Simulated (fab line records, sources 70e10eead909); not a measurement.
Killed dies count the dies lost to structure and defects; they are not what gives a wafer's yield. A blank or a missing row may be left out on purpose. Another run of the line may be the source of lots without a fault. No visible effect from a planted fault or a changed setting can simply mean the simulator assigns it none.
Chamber matching :: flow nandHarc :: NHARC_A_STAIRCASE_DESCUM_168 on rieDiel-13: 4 sister chambers
The step chemistry O2, time 3 s. 8 wafers are shown with their chamber, then 8 later ones without.

== WAFERS PAIRED WITH THEIR CHAMBERS ==
wafer: L075.2
chamber: 1
showerheadPlenumPTorr (Torr): 2.06
oesProductAu (a.u.): 1.003

wafer: L078.3
chamber: 1
showerheadPlenumPTorr (Torr): 2.06
oesProductAu (a.u.): 0.985

wafer: L083.1
chamber: 2
showerheadPlenumPTorr (Torr): 1.97
oesProductAu (a.u.): 0.996

wafer: L083.4
chamber: 0
showerheadPlenumPTorr (Torr): 1.90
oesProductAu (a.u.): 1.003

wafer: L085.2
chamber: 0
showerheadPlenumPTorr (Torr): 1.90
oesProductAu (a.u.): 1.000

wafer: L085.3
chamber: 3
showerheadPlenumPTorr (Torr): 1.77
oesProductAu (a.u.): 1.003

wafer: L085.5
chamber: 3
showerheadPlenumPTorr (Torr): 1.77
oesProductAu (a.u.): 1.016

wafer: L090.1
chamber: 2
showerheadPlenumPTorr (Torr): 1.96
oesProductAu (a.u.): 0.990

== WAFERS WITH NO CHAMBER GIVEN ==
wafer: L090.2
showerheadPlenumPTorr (Torr): 1.89
oesProductAu (a.u.): 1.005

wafer: L090.6
showerheadPlenumPTorr (Torr): 1.96
oesProductAu (a.u.): 1.006

wafer: L091.2
showerheadPlenumPTorr (Torr): 2.04
oesProductAu (a.u.): 0.983

wafer: L091.3
showerheadPlenumPTorr (Torr): 1.89
oesProductAu (a.u.): 1.004

wafer: L091.6
showerheadPlenumPTorr (Torr): 2.08
oesProductAu (a.u.): 0.997

wafer: L094.1
showerheadPlenumPTorr (Torr): 2.04
oesProductAu (a.u.): 0.999

wafer: L094.2
showerheadPlenumPTorr (Torr): 2.07
oesProductAu (a.u.): 1.003

wafer: L094.5
showerheadPlenumPTorr (Torr): 2.04
oesProductAu (a.u.): 0.998

== CHAMBER TAKEN BY EACH ==
wafer: L090.2
from the rows above: 0
in truth: 0

wafer: L090.6
from the rows above: 2
in truth: 2

wafer: L091.2
from the rows above: 1
in truth: 1

wafer: L091.3
from the rows above: 0
in truth: 0

wafer: L091.6
from the rows above: 1
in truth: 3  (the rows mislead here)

wafer: L094.1
from the rows above: 1
in truth: 1

wafer: L094.2
from the rows above: 1
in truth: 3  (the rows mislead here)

wafer: L094.5
from the rows above: 1
in truth: 1
Correctly placed: 6 of 8. Number that these rows cannot place: 0. Placed wrongly: 2.
How it was worked out, from the rows above alone: a wafer's distance from a chamber is the root of the sum, over the readings, of the square of ((its reading less the chamber's mean) divided by the reading's scatter). The wafer belongs to the nearest chamber; if the next one is less than 2 further off, it can't be placed. Each chamber's mean is taken over the wafers shown for it. The scatter: the root of (the sum of the squares of (reading less its chamber's mean) over the shown wafers, divided by (wafers less chambers)).
